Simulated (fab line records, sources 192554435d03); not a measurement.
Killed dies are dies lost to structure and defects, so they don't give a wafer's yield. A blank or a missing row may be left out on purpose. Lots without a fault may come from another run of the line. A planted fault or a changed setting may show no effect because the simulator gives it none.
Split-lot experiment | flow n5_finfet | 7 lots, 21 wafers read, on a route of 1938 steps

THE SPLIT
At N5_BEOL_M0_ETCH_109 (etches SiCN in CH3F/O2, target depth 8 nm, overetch 2.4 nm, time 27.4 s), the setting bias_w was moved away from the recipe's 75 W on 4 of the 21 wafers read, by -17.5% to -15.4%. The other wafers ran this setting at the recipe's value.

The reading is taken at the split's own step.

THE READING
rf_vpp_V, in V, at N5_BEOL_M0_ETCH_109 (etches SiCN in CH3F/O2, target depth 8 nm, overetch 2.4 nm, time 27.4 s). Fault-free wafers of this fab line usually give 297.8 V, standard deviation 1.1 V.

wafer  | tool, chamber at the split | bias_w as run, W | against the recipe | rf_vpp_V, V | against lot-mates on the recipe
L074.3 | rie_diel-05, 0             | 75               | recipe             | 296.8       | -
L074.4 | rie_diel-05, 3             | 63.47            | -15.4%             | 269.1       | -27.7
L074.6 | rie_diel-05, 1             | 63.47            | -15.4%             | 268.3       | -28.5
L075.2 | rie_diel-05, 3             | 75               | recipe             | 299.5       | -
L075.3 | rie_diel-05, 1             | 62.63            | -16.5%             | 267.1       | -32.3
L075.5 | rie_diel-05, 3             | 75               | recipe             | 299.3       | -
L086.2 | rie_diel-06, 2             | 61.86            | -17.5%             | 262.9       | -34.9
L086.5 | rie_diel-06, 2             | 75               | recipe             | 297.5       | -
L086.6 | rie_diel-06, 1             | 75               | recipe             | 298.1       | -
L088.1 | rie_diel-05, 3             | 75               | recipe             | 298.3       | -
L088.3 | rie_diel-05, 2             | 75               | recipe             | 298.3       | -
L088.5 | rie_diel-05, 0             | 75               | recipe             | 297.3       | -
L089.1 | rie_diel-06, 1             | 75               | recipe             | 297.9       | -
L089.3 | rie_diel-06, 2             | 75               | recipe             | 296.2       | -
L089.4 | rie_diel-06, 3             | 75               | recipe             | 295.3       | -
L092.1 | rie_diel-06, 1             | 75               | recipe             | 296.9       | -
L092.4 | rie_diel-06, 2             | 75               | recipe             | 298.9       | -
L092.6 | rie_diel-06, 3             | 75               | recipe             | 297.5       | -
L097.1 | rie_diel-06, 0             | 75               | recipe             | 296.5       | -
L097.3 | rie_diel-06, 3             | 75               | recipe             | 296.8       | -
L097.4 | rie_diel-06, 2             | 75               | recipe             | 298.3       | -

THE FIT
A straight line over all 21 wafers: rf_vpp_V changes by +1.9 V for each +1% of bias_w; r = +1.00; the points scatter about the line by 1.1 V.
The same after taking each lot's own level away (the mean of its wafers on the recipe; 21 wafers): +1.91 V for each +1%; r = +1.00; scatter 0.87 V.
On that fit, the largest move of bias_w shifts the reading by 33 V.
The lots' own levels span 296.47 to 299.40 V, that is 2.7 times the standard deviation above.
So the lot-to-lot level changes the slope little: the two slopes agree.
Check: with one of the wafers moved furthest among these (-17.5%) left out of the fit, the line predicts -32.9 V for it against its lot-mates. It came out at -34.9 V against them.
Tool readings at the split's step, against how far the setting was moved: rf_vpp_V r = +1.00.

OTHER SPLITS ON THESE WAFERS
These wafers also went through other splits before the reading. Each is held against what the fit with the lots' levels taken away leaves over:
other split on the same wafers               | wafers away from the commonest value | r with rf_vpp_V (lot level and that fit taken away)
N5_GATE_CUT_COAT_27 spin_rpm                 | 8                                    | +0.19
N5_MOL_CONTACT_COAG_CONTACT_ETCH_14 source_w | 4                                    | -0.29
N5_MOL_CONTACT_COAG_EXPOSE_37 dose_mj        | 7                                    | +0.44
N5_MOL_CONTACT_COAG_ETCH_67 source_w         | 11                                   | -0.21
N5_BEOL_M0_SAQP_ILD_DEP_01 time_s            | 8                                    | +0.19
N5_BEOL_M0_SAQP_PECVD_04 time_s              | 6                                    | +0.00
N5_BEOL_M0_ETCH_138 bias_w                   | 9                                    | -0.05

THE FILE'S OWN FIT
rf_vpp_V changes by +1.94 V for each +1% of bias_w, r = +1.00.
